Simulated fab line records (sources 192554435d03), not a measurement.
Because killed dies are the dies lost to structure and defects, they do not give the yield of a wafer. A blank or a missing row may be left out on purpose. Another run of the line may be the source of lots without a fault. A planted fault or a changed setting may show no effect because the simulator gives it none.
What tool caused it? ; flow n5Finfet ; 11 lots with 33 wafers sampled at 5 steps, on a route of 1938 steps

WHAT EACH GAUGE READ, for each wafer
N5_BEOL_M6_INSPECT_58: inspects for defects (darkfield). Usual: rawDefectCount 73, standard deviation 25.
lot;measured;on;rawDefectCount;flag
L209;day 8 17:19;defectInspect-01;43 86 61;
L211;day 8 20:23;defectInspect-01;80 65 42;
L212;day 10 01:10;defectInspect-01;76 104 86;
L214;day 10 01:28;defectInspect-01;52 86 63;
L218;day 10 21:22;defectInspect-02;84 73 113;
L216;day 10 21:37;defectInspect-01;29 35 40;
L221;day 12 01:16;defectInspect-02;56 54 83;
L226;day 13 03:50;defectInspect-01;73 95 84;
L229;day 13 23:42;defectInspect-02;60 77 61;
L232;day 14 14:52;defectInspect-02;68 99 82;
L231;day 14 15:14;defectInspect-01;53 40 44;

N5_BEOL_M7_THK_MEAS_01. Usual: M7_ILD_THK 155.8 nm, standard deviation 2.2.
lot;measured;on;M7_ILD_THK (nm);flag
L209;day 8 18:11;filmMetro-02;154.1 154.3 157.9;
L211;day 8 21:01;filmMetro-02;158.3 155.7 156.3;
L212;day 10 02:50;filmMetro-02;154.8 159.3 156.1;
L214;day 10 03:11;filmMetro-02;158.1 155.7 156.3;
L218;day 10 22:02;filmMetro-01;155.2 152.2 154.8;
L216;day 10 22:43;filmMetro-01;154.3 153.5 159.3;
L221;day 12 01:53;filmMetro-01;156.2 150.7 149.0;
L226;day 13 04:27;filmMetro-02;155.7 154.4 158.5;
L229;day 14 00:19;filmMetro-02;153.8 153.8 158.7;
L232;day 14 15:44;filmMetro-02;153.1 153.7 154.1;
L231;day 14 15:59;filmMetro-01;156.2 153.2 155.4;

TOOL THAT RAN EACH LOT (tool first, then ch and the chambers of the sampled wafers, then the start)
lot;N5_BEOL_M6_CURE_75;N5_BEOL_M6_SURFACE_TREAT_79;N5_BEOL_M7_ILD_DEP_00
L209;uvCure-02 ch 0, day 8 14:31;pvdSputter-01, day 8 15:34;pecvd-02 ch 0,2, day 8 17:22
L211;uvCure-02 ch 2, day 8 17:25;pvdSputter-01, day 8 19:11;pecvd-03 ch 0,1, day 8 20:26
L212;uvCure-01 ch 2, day 9 22:28;pvdSputter-03, day 9 23:19;pecvd-03 ch 1,2, day 10 01:12
L214;uvCure-01 ch 0, day 9 23:07;pvdSputter-01, day 9 23:51;pecvd-02 ch 0,1, day 10 01:30
L218;uvCure-03 ch 2, day 10 18:54;pvdSputter-02, day 10 19:59;pecvd-02 ch 0,1, day 10 21:24
L216;uvCure-03 ch 0, day 10 19:12;pvdSputter-02, day 10 20:02;pecvd-02 ch 0,1,2, day 10 21:38
L221;uvCure-02 ch 1, day 11 22:13;pvdSputter-01, day 11 23:25;pecvd-03 ch 0,1,2, day 12 01:19
L226;uvCure-03 ch 1, day 13 01:47;pvdSputter-02, day 13 02:29;pecvd-02 ch 0,2, day 13 03:53
L229;uvCure-03 ch 0, day 13 21:14;pvdSputter-02, day 13 22:10;pecvd-02 ch 0,1,2, day 13 23:44
L232;uvCure-02 ch 2, day 14 12:13;pvdSputter-02, day 14 12:57;pecvd-04 ch 0,1,2, day 14 14:55
L231;uvCure-01 ch 2, day 14 12:24;pvdSputter-02, day 14 13:37;pecvd-02 ch 0,1,2, day 14 15:16
- N5_BEOL_M6_CURE_75: cures SiCOH lowk, time 120 s.
- N5_BEOL_M6_SURFACE_TREAT_79
- N5_BEOL_M7_ILD_DEP_00: deposits SiCOH lowk from DEMS/porogen, target thk 179.75 nm, time 33.4 s.

WHAT THE TOOLS THEMSELVES READ (means of the sampled wafers that have a number; where no wafer has one, the mark that the record gives instead)
N5_BEOL_M6_CURE_75. Usual: lampPowerPct 52.32 %, standard deviation 0.049; wafer_temp_C_max 371.8, standard deviation 0.52.
lot;tool;lampPowerPct (%);wafer_temp_C_max;flag
L209;uvCure-02;52.31;371.9;
L211;uvCure-02;52.35;371.0;
L212;uvCure-01;52.32;372.1;
L214;uvCure-01;52.35;371.5;
L218;uvCure-03;52.34;371.4;
L216;uvCure-03;52.34;372.0;
L221;uvCure-02;52.29;372.4;
L226;uvCure-03;52.27;372.1;
L229;uvCure-03;52.34;372.6;
L232;uvCure-02;52.34;371.5;
L231;uvCure-01;52.33;372.2;

N5_BEOL_M7_ILD_DEP_00. Usual: heaterPowerW 330 W, standard deviation 48; showerheadPlenumPTorr 5.744 Torr, standard deviation 0.012; throttleValvePct 13.9 %, standard deviation 0.78.
lot;tool;heaterPowerW (W);showerheadPlenumPTorr (Torr);throttleValvePct (%);flag
L209;pecvd-02;320;5.740;14.2;
L211;pecvd-03;340;5.767;13.1;
L212;pecvd-03;349;5.760;13.9;
L214;pecvd-02;292;5.739;14.7;
L218;pecvd-02;280;5.736;14.5;
L216;pecvd-02;328;5.737;14.0;
L221;pecvd-03;329;5.751;13.3;
L226;pecvd-02;310;5.734;13.8;
L229;pecvd-02;332;5.740;14.1;
L232;pecvd-04;374;5.733;14.3;
L231;pecvd-02;309;5.743;13.9;

THE ANSWER, worked out from the rows above alone
Rule: take the mean of a lot's wafers that have a number; if it is more than 3 standard deviations from the usual mean, the lot is off. A lot without any number at a reading at which 4 lots or more have one is off too. Any other lot the step has rows for is counted as sound. Order of review: gauges by route order, followed by the tools' own readings, for which a lot's mean as printed above is used. The first step at which some lot is off is used, and at that step the reading that is off furthest; a lot without a number counts as furthest.
Nothing can be told from this: no lot is off at any reading shown.

WHAT THE SIMULATOR PUT IN
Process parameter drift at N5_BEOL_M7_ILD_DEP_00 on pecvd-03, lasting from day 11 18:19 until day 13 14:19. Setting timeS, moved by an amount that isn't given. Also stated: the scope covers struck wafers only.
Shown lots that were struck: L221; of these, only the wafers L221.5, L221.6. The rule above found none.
